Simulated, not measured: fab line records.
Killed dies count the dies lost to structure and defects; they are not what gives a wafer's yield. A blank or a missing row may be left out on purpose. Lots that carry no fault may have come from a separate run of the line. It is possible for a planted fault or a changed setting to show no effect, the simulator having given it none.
fab line records | flow n5_finfet
record: lots: 13 wafers: 38 last_day: 16
route steps=1938 shown START@1 WELL_APT@31 PASSIVATION@1936
lots that met no fault: from a run of the same line without faults
start_h: hours from the record's opening day to when the first of the lot's shown wafers began | wait_h: hours elapsed since this lot's preceding step | " identical to the entry in the row above | L1.1+2: one row covering several wafers at once | - no value, or no start given | * or withheld: withheld | < > ~ a bound
route shown NAME@n: names a module that has steps shown in the file, with the first one's number in the route | usual: mean/standard deviation of fault-free wafers | same: alike in all rows | chamber/n: place in a boat | sites: the reading at each site | _std_site: standard deviation across them | _edge_site: mean of outer sites minus mean of inner sites | radius_mm: how far each site lies from the wafer's centre | mask NAME#n: copy n | behind: the tool/chamber that last shaped the wafer | hold: what put the lot on hold/how long, in hours/how the hold closed | device: the transistor (n, p or np) that didn't switch | end of line: tests of these same wafers at the route's end | a step without rows: its recipe alone | killed: at the first sort, the dies lost to defects and structure; wafer yield is something else | map: dies across one wafer; x = killed, . = not, _ = none there
set.NAME: the setting as run; set.NAME@STEP: as run at that earlier step | model.NAME: the simulator's own value behind a step, which no gauge read
steps of the route over a sample of lots; a table a step, a row a wafer
services: from which hour (start_h, from the record's first day; less than 0 if before it) a tool's chamber was out of use, for how many hours, and why
== steps ==
step: N5_START_INSPECT_01
recipe: inspect_instrument: unpatterned_scan mode: incoming
usual: raw_defect_count: 5.4/2.2
columns lot.wafer tool chamber start_h wait_h raw_defect_count
L982.1 defect_inspect-01 - 12.03 - 7
L982.5 " - " " 4
L986.1 defect_inspect-02 - 36.03 - 8
L986.4 " - " " 8
L986.6 " - " " 6
L987.1 defect_inspect-02 - 42.03 - 11
L987.3 " - " " 5
L987.6 " - " " 6
L988.3 defect_inspect-01 - 48.03 - 8
L988.4 " - " " 3
L988.5 " - " " 4
L989.2 defect_inspect-01 - 54.03 - 5
L989.3 " - " " 3
L989.5 " - " " 8
L991.2 defect_inspect-02 - 66.03 - 6
L991.5 " - " " 6
L991.6 " - " " 6
L992.2 defect_inspect-02 - 72.03 - 6
L992.3 " - " " 5
L992.6 " - " " 5
L993.2 defect_inspect-01 - 78.03 - 4
L993.5 " - " " 4
L993.6 " - " " 4
L994.1 defect_inspect-01 - 84.03 - 5
L994.3 " - " " 2
L994.5 " - " " 2
L995.1 defect_inspect-01 - 90.03 - 3
L995.5 " - " " 6
L995.6 " - " " 4
L997.1 defect_inspect-02 - 102.03 - 6
L997.4 " - " " 6
L997.5 " - " " 8
L998.2 defect_inspect-02 - 108.03 - 7
L998.3 " - " " 5
L998.5 " - " " 7
L999.2 defect_inspect-01 - 114.03 - 7
L999.3 " - " " 6
L999.6 " - " " 6
step: N5_WELL_APT_DESCUM_13
recipe: chemistry: O2 time_s: 7.9 source_power_w: 50 bias_power_w: 20 pressure_mtorr: 20 rf_frequency_hz: 2.712e+07 temp_c: 40 o2_flow_sccm: 225
usual: drypump_motor_current_A: 5.8/0.58 oes_product_au: 0.78/0.097 rf_vpp_V: 242.6/1.2 showerhead_plenum_p_Torr: 2.05/0.058 throttle_valve_pct: 20.44/0.23
columns lot.wafer tool chamber start_h wait_h drypump_motor_current_A oes_product_au rf_hours_counter_h rf_vpp_V showerhead_plenum_p_Torr throttle_valve_pct
L982.1 rie_diel-05 3 13.77 0.2 4.9 0.70 241 242.3 2.07 20.31
L982.5 " 3 " " 4.9 0.69 - 243.1 2.07 20.29
L986.1 rie_diel-02 0 39.24 0.0 5.1 1.00 2 241.9 2.08 20.34
L986.4 " 1 " " 5.5 0.69 - 242.8 2.06 20.18
L986.6 " 2 " " 6.2 0.85 - 241.7 2.05 20.38
L987.1 rie_diel-06 1 44.40 0.0 5.9 0.71 209 242.8 1.99 20.33
L987.3 " 0 " " 4.9 0.74 158 242.5 2.00 20.80
L987.6 " 2 " " 6.2 0.66 - 243.2 2.07 20.65
L988.3 rie_diel-06 0 50.24 0.0 4.9 0.75 159 241.7 2.00 20.80
L988.4 " 2 " " 6.2 0.67 246 242.8 2.07 20.67
L988.5 " 0 " " 4.9 0.74 - 243.2 2.00 20.78
L989.2 rie_diel-05 2 55.65 0.0 6.6 0.74 159 242.6 2.11 20.59
L989.3 " 0 " " 6.0 0.81 88 242.2 2.02 20.14
L989.5 " 0 " " 6.0 0.82 - 241.8 2.02 20.13
L991.2 rie_diel-05 1 68.25 0.3 6.4 0.96 12 242.8 2.06 20.25
L991.5 " 0 " " 6.0 0.81 - 240.7 2.02 20.15
L991.6 " 1 " " 6.4 0.96 - 242.7 2.06 20.23
L992.2 rie_diel-06 1 73.97 0.0 5.9 0.71 221 243.3 1.99 20.35
L992.3 " 2 " " 6.2 0.65 257 242.0 2.07 20.69
L992.6 " 2 " " 6.2 0.66 - 243.0 2.07 20.67
L993.2 rie_diel-02 3 79.75 0.1 5.9 0.72 182 243.3 2.07 20.52
L993.5 " 0 " " 5.0 0.95 - 242.3 2.07 20.35
L993.6 " 3 " " 6.0 0.73 - 242.3 2.07 20.50
L994.1 rie_diel-05 2 85.91 0.2 6.6 0.74 170 242.7 2.11 20.60
L994.3 " 0 " " 6.0 0.81 98 241.1 2.02 20.16
L994.5 " 0 " " 6.0 0.81 - 242.5 2.02 20.17
L995.1 rie_diel-06 1 91.77 0.0 5.9 0.70 228 241.4 1.98 20.35
L995.5 " 1 " " 5.9 0.69 - 239.6 1.98 20.37
L995.6 " 3 " " 6.5 0.76 - 244.4 2.19 20.57
L997.1 rie_diel-06 0 104.06 0.0 4.9 0.73 183 241.4 1.99 20.85
L997.4 " 0 " " 4.9 0.72 - 243.0 1.99 20.83
L997.5 " 3 " " 6.5 0.76 - 243.8 2.18 20.58
L998.2 rie_diel-06 0 109.81 0.0 4.9 0.72 186 240.4 1.99 20.84
L998.3 " 1 " " 5.9 0.70 236 241.5 1.98 20.37
L998.5 " 3 " " 6.5 0.76 - 244.9 2.18 20.59
L999.2 rie_diel-06 0 115.82 0.1 4.9 0.71 188 241.9 1.99 20.84
L999.3 " 3 " " 6.4 0.74 154 245.0 2.18 20.58
L999.6 " 2 " " 6.2 1.00 - 244.1 2.06 20.36
step: N5_WELL_APT_INSPECT_27
recipe: mode: adi inspect_instrument: macro
usual: raw_defect_count: 2.2/1.5
columns lot.wafer tool chamber start_h wait_h raw_defect_count
L982.1 defect_inspect-01 - 14.85 0.0 2
L982.5 " - " " 3
L986.1 defect_inspect-01 - 40.46 0.0 1
L986.4 " - " " 1
L986.6 " - " " 1
L987.1 defect_inspect-02 - 45.48 0.0 3
L987.3 " - " " 3
L987.6 " - " " 0
L988.3 defect_inspect-01 - 51.34 0.0 3
L988.4 " - " " 1
L988.5 " - " " 1
L989.2 defect_inspect-02 - 56.86 0.0 2
L989.3 " - " " 3
L989.5 " - " " 2
L991.2 defect_inspect-01 - 69.39 0.0 1
L991.5 " - " " 3
L991.6 " - " " 1
L992.2 defect_inspect-01 - 75.20 0.0 3
L992.3 " - " " 5
L992.6 " - " " 6
L993.2 defect_inspect-02 - 80.96 0.0 3
L993.5 " - " " 3
L993.6 " - " " 2
L994.1 defect_inspect-01 - 87.37 0.0 3
L994.3 " - " " 2
L994.5 " - " " 2
L995.1 defect_inspect-02 - 93.00 0.0 6
L995.5 " - " " 3
L995.6 " - " " 1
L997.1 defect_inspect-02 - 105.15 0.0 5
L997.4 " - " " 4
L997.5 " - " " 2
L998.2 defect_inspect-01 - 111.03 0.0 2
L998.3 " - " " 3
L998.5 " - " " 0
L999.2 defect_inspect-01 - 117.05 0.0 1
L999.3 " - " " 3
L999.6 " - " " 6
step: N5_WELL_APT_IMPLANT_32
recipe: species: BF2 energy_kev: 50 dose_cm2: 2e+13 tilt_deg: 0 rotation_deg: 0
usual: beam_energy_keV: 49.999/0.015
columns lot.wafer tool chamber start_h wait_h beam_energy_keV
L982.1 implanter-02 0 15.17 0.1 50.027
L982.5 " 0 " " 50.011
L986.1 implanter-01 0 40.77 0.1 50.027
L986.4 " 0 " " 50.025
L986.6 " 0 " " 50.003
L987.1 implanter-01 0 45.80 0.1 49.970
L987.3 " 0 " " 49.992
L987.6 " 0 " " 49.988
L988.3 implanter-02 0 51.71 0.1 49.953
L988.4 " 0 " " 49.989
L988.5 " 0 " " 49.990
L989.2 implanter-02 0 57.41 0.1 49.964
L989.3 " 0 " " 49.986
L989.5 " 0 " " 49.990
L991.2 implanter-01 0 69.73 0.1 50.007
L991.5 " 0 " " 50.002
L991.6 " 0 " " 50.004
L992.2 implanter-02 0 75.54 0.1 49.985
L992.3 " 0 " " 49.997
L992.6 " 0 " " 50.001
L993.2 implanter-01 0 81.33 0.1 50.006
L993.5 " 0 " " 49.998
L993.6 " 0 " " 50.015
L994.1 implanter-02 0 87.69 0.1 50.004
L994.3 " 0 " " 50.010
L994.5 " 0 " " 50.002
L995.1 implanter-02 0 93.41 0.1 49.984
L995.5 " 0 " " 50.012
L995.6 " 0 " " 49.987
L997.1 implanter-02 0 105.55 0.1 76.885
L997.4 " 0 " " 76.909
L997.5 " 0 " " 76.915
L998.2 implanter-01 0 111.38 0.1 50.003
L998.3 " 0 " " 49.994
L998.5 " 0 " " 49.983
L999.2 implanter-02 0 117.39 0.1 76.922
L999.3 " 0 " " 76.940
L999.6 " 0 " " 76.914
step: N5_PASSIVATION_PROBE_49
usual: killed_at_M0_to_M3: 36/10 killed_at_M4_up: 13/5.5 killed_at_contacts: 12/5.6 killed_at_front_end: 42/12 killed_at_other: 4/3.2 killed_dies: 108/18 killed_open: 71/13 killed_short: 34/7.8
same: gross_dies: 1180 killed_at_back_side: 0
columns lot.wafer tool chamber start_h wait_h killed_at_M0_to_M3 killed_at_M4_up killed_at_contacts killed_at_front_end killed_at_other killed_dies killed_open killed_short
L997.1 prober-01 - 385.70 0.0 23 13 6 38 4 84 49 35
L997.4 prober-01 - 385.85 0.2 27 14 7 34 3 85 57 27
L997.5 prober-01 - 385.90 0.2 34 12 9 32 3 90 73 17
killed by level:class
L997.1 STI_FIN_REVEAL:geometric_particle:open=11 FIN_SAQP:geometric_particle:short=8 MOL_CONTACT_COAG:geometric_particle:open=6 BEOL_M3:geometric_particle:open=6 FIN_SAQP:geometric_particle:open=5 BEOL_M0_SAQP:geometric_particle:short=5 BEOL_M2:geometric_particle:short=4 BEOL_M4:geometric_particle:open=4
L997.4 BEOL_M3:geometric_particle:open=9 DUMMY_GATE:geometric_particle:open=6 MOL_CONTACT_COAG:geometric_particle:open=6 BEOL_M2:geometric_particle:open=5 BEOL_M4:geometric_particle:open=5 STI_FIN_REVEAL:geometric_particle:open=4 GATE_CUT:geometric_particle:short=4 BEOL_M0_SAQP:geometric_particle:short=4
L997.5 BEOL_M1:geometric_particle:open=12 DUMMY_GATE:geometric_particle:open=8 MOL_CONTACT_COAG:geometric_particle:open=8 BEOL_M0_SAQP:geometric_particle:open=8 STI_FIN_REVEAL:geometric_particle:open=7 FIN_SAQP:geometric_particle:open=5 BEOL_M4:geometric_particle:open=5 STARTING-WAFER:geometric_particle:open=4
== services ==
columns tool chamber start_h hours kind
rie_diel-02 0 8.23 - clean
rie_diel-02 0 8.23 - consumable_replace:focus_ring
rie_diel-02 0 8.23 25.0 scheduled_down
rie_diel-02 0 8.23 25.0 vent_cycle
rie_diel-05 1 10.98 - clean
rie_diel-05 1 10.98 - consumable_replace:focus_ring
rie_diel-05 1 10.98 27.3 scheduled_down
rie_diel-05 1 10.98 27.3 vent_cycle
rie_diel-02 1 19.15 8.3 repair
rie_diel-02 2 28.12 8.7 repair
rie_diel-02 3 37.87 1.7 repair
rie_diel-05 3 38.24 - clean
rie_diel-05 3 38.24 - consumable_replace:focus_ring
rie_diel-05 3 38.24 23.9 scheduled_down
rie_diel-05 3 38.24 23.9 vent_cycle
implanter-01 - 47.05 4.5 repair
rie_diel-06 3 55.70 20.6 repair
implanter-01 - 74.44 1.0 repair
rie_diel-02 1 74.76 - clean
rie_diel-02 1 74.76 - consumable_replace:focus_ring
rie_diel-02 1 74.76 16.1 scheduled_down
rie_diel-02 1 74.76 16.1 vent_cycle
implanter-01 - 82.38 3.3 repair
rie_diel-06 2 89.66 4.8 repair
== key ==
first_sign: step: N5_WELL_APT_IMPLANT_32 reading: beam_energy_keV direction: up sigmas: 99+ usual: 49.999 struck: 76.914
effect none on later readings
met_at N5_WELL_APT_IMPLANT_32
struck_lots L997,L999
tester_left_out L997,L999
not_acting_at N5_START_INSPECT_01,N5_WELL_APT_DESCUM_13,N5_WELL_APT_INSPECT_27
onset_between 93.41 105.55
fault: kind: process_parameter_drift tool: implanter-02 chamber: - onset_h: 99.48 steps: N5_WELL_APT_IMPLANT_32 channel: energy_kev offset: 26.922 shape: step end_h: 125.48 acts_in: these_recipes_only stated: 50
tester_left_out: of these lots the tester's yield and bins aren't shown, on N5 and GAA mostly nor the transistor test; their killed dies are dies lost to structure and defects alone, not to doping, threshold or leakage, so they don't give the yield
